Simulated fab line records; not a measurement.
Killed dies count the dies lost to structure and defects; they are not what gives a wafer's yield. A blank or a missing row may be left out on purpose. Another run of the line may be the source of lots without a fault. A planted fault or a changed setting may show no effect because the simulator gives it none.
Split-lot study / flow n5 finfet / on a route of 1938 steps: 7 lots, 21 wafers read

## THE SPLIT ITSELF
At N5_ZERO_LAYER_PECVD_02 (deposits SiO2 from SiH4/N2O, target thk 10 nm, time 6 s), the setting time s was moved away from the recipe's 6 s on 5 of the 21 wafers read, by -13.9% to +4.1%. This setting was run at the recipe's value on the other wafers.

The split's own step is where the reading is taken.

## THE READING
SiO2_of_ZERO_LAYER_PECVD_02.thk nm (the simulator's own value, which no gauge read), in nm, at N5_ZERO_LAYER_PECVD_02 (deposits SiO2 from SiH4/N2O, target thk 10 nm, time 6 s). The file gives no usual value for it. The 16 wafers here that ran the recipe average 9.930 nm, standard deviation 0.14 nm.

wafer=L075.2; tool, chamber at the split=pecvd-04, 0; time s as run, s=6; against the recipe=recipe; SiO2_of_ZERO_LAYER_PECVD_02.thk nm, nm=9.971; against lot-mates on the recipe=-
wafer=L075.5; tool, chamber at the split=pecvd-04, 2; time s as run, s=6; against the recipe=recipe; SiO2_of_ZERO_LAYER_PECVD_02.thk nm, nm=10.04; against lot-mates on the recipe=-
wafer=L075.6; tool, chamber at the split=pecvd-04, 1; time s as run, s=6.247; against the recipe=+4.1%; SiO2_of_ZERO_LAYER_PECVD_02.thk nm, nm=10.44; against lot-mates on the recipe=+0.434
wafer=L081.2; tool, chamber at the split=pecvd-01, 2; time s as run, s=6; against the recipe=recipe; SiO2_of_ZERO_LAYER_PECVD_02.thk nm, nm=9.726; against lot-mates on the recipe=-
wafer=L081.3; tool, chamber at the split=pecvd-01, 0; time s as run, s=6; against the recipe=recipe; SiO2_of_ZERO_LAYER_PECVD_02.thk nm, nm=9.642; against lot-mates on the recipe=-
wafer=L081.6; tool, chamber at the split=pecvd-01, 2; time s as run, s=6; against the recipe=recipe; SiO2_of_ZERO_LAYER_PECVD_02.thk nm, nm=9.856; against lot-mates on the recipe=-
wafer=L083.1; tool, chamber at the split=pecvd-04, 1; time s as run, s=6; against the recipe=recipe; SiO2_of_ZERO_LAYER_PECVD_02.thk nm, nm=9.969; against lot-mates on the recipe=-
wafer=L083.4; tool, chamber at the split=pecvd-04, 1; time s as run, s=6; against the recipe=recipe; SiO2_of_ZERO_LAYER_PECVD_02.thk nm, nm=10.05; against lot-mates on the recipe=-
wafer=L083.5; tool, chamber at the split=pecvd-04, 2; time s as run, s=6; against the recipe=recipe; SiO2_of_ZERO_LAYER_PECVD_02.thk nm, nm=10.19; against lot-mates on the recipe=-
wafer=L085.2; tool, chamber at the split=pecvd-01, 2; time s as run, s=6; against the recipe=recipe; SiO2_of_ZERO_LAYER_PECVD_02.thk nm, nm=9.857; against lot-mates on the recipe=-
wafer=L085.5; tool, chamber at the split=pecvd-01, 1; time s as run, s=6; against the recipe=recipe; SiO2_of_ZERO_LAYER_PECVD_02.thk nm, nm=9.752; against lot-mates on the recipe=-
wafer=L085.6; tool, chamber at the split=pecvd-01, 2; time s as run, s=6; against the recipe=recipe; SiO2_of_ZERO_LAYER_PECVD_02.thk nm, nm=10.07; against lot-mates on the recipe=-
wafer=L087.3; tool, chamber at the split=pecvd-04, 2; time s as run, s=6; against the recipe=recipe; SiO2_of_ZERO_LAYER_PECVD_02.thk nm, nm=9.87; against lot-mates on the recipe=-
wafer=L087.5; tool, chamber at the split=pecvd-04, 1; time s as run, s=6; against the recipe=recipe; SiO2_of_ZERO_LAYER_PECVD_02.thk nm, nm=9.953; against lot-mates on the recipe=-
wafer=L087.6; tool, chamber at the split=pecvd-04, 0; time s as run, s=6; against the recipe=recipe; SiO2_of_ZERO_LAYER_PECVD_02.thk nm, nm=10.07; against lot-mates on the recipe=-
wafer=L094.3; tool, chamber at the split=pecvd-03, 2; time s as run, s=5.169; against the recipe=-13.9%; SiO2_of_ZERO_LAYER_PECVD_02.thk nm, nm=8.524; against lot-mates on the recipe=-1.413
wafer=L094.5; tool, chamber at the split=pecvd-03, 0; time s as run, s=6; against the recipe=recipe; SiO2_of_ZERO_LAYER_PECVD_02.thk nm, nm=9.937; against lot-mates on the recipe=-
wafer=L094.6; tool, chamber at the split=pecvd-03, 2; time s as run, s=5.169; against the recipe=-13.9%; SiO2_of_ZERO_LAYER_PECVD_02.thk nm, nm=8.592; against lot-mates on the recipe=-1.345
wafer=L095.1; tool, chamber at the split=pecvd-01, 1; time s as run, s=5.318; against the recipe=-11.4%; SiO2_of_ZERO_LAYER_PECVD_02.thk nm, nm=8.479; against lot-mates on the recipe=-1.453
wafer=L095.4; tool, chamber at the split=pecvd-01, 1; time s as run, s=5.318; against the recipe=-11.4%; SiO2_of_ZERO_LAYER_PECVD_02.thk nm, nm=8.581; against lot-mates on the recipe=-1.351
wafer=L095.5; tool, chamber at the split=pecvd-01, 1; time s as run, s=6; against the recipe=recipe; SiO2_of_ZERO_LAYER_PECVD_02.thk nm, nm=9.932; against lot-mates on the recipe=-

FIT RESULTS
A straight line over all 21 wafers: SiO2_of_ZERO_LAYER_PECVD_02.thk nm changes by +0.109 nm for each +1% of time s; r = +0.97; the points scatter about the line by 0.15 nm.
The same after taking each lot's own level away (the mean of its wafers on the recipe; 21 wafers): +0.109 nm for each +1%; r = +0.98; scatter 0.11 nm.
According to that fit, moving time s by its largest amount changes the reading by 1.5 nm.
Across the lots, their own levels run from 9.7413 to 10.0697 nm, a range of 2.4 times the standard deviation given above.
So the lot-to-lot level changes the slope little: the two slopes agree.
Check: -1.55 nm against its lot-mates is what the line predicts for one of the wafers moved furthest among these (-13.9%) when that wafer is left out of the fit. It came out at -1.41 nm against them.

## THE FILE'S OWN FIT
SiO2_of_ZERO_LAYER_PECVD_02.thk nm changes by +0.109 nm for each +1% of time s, r = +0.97.
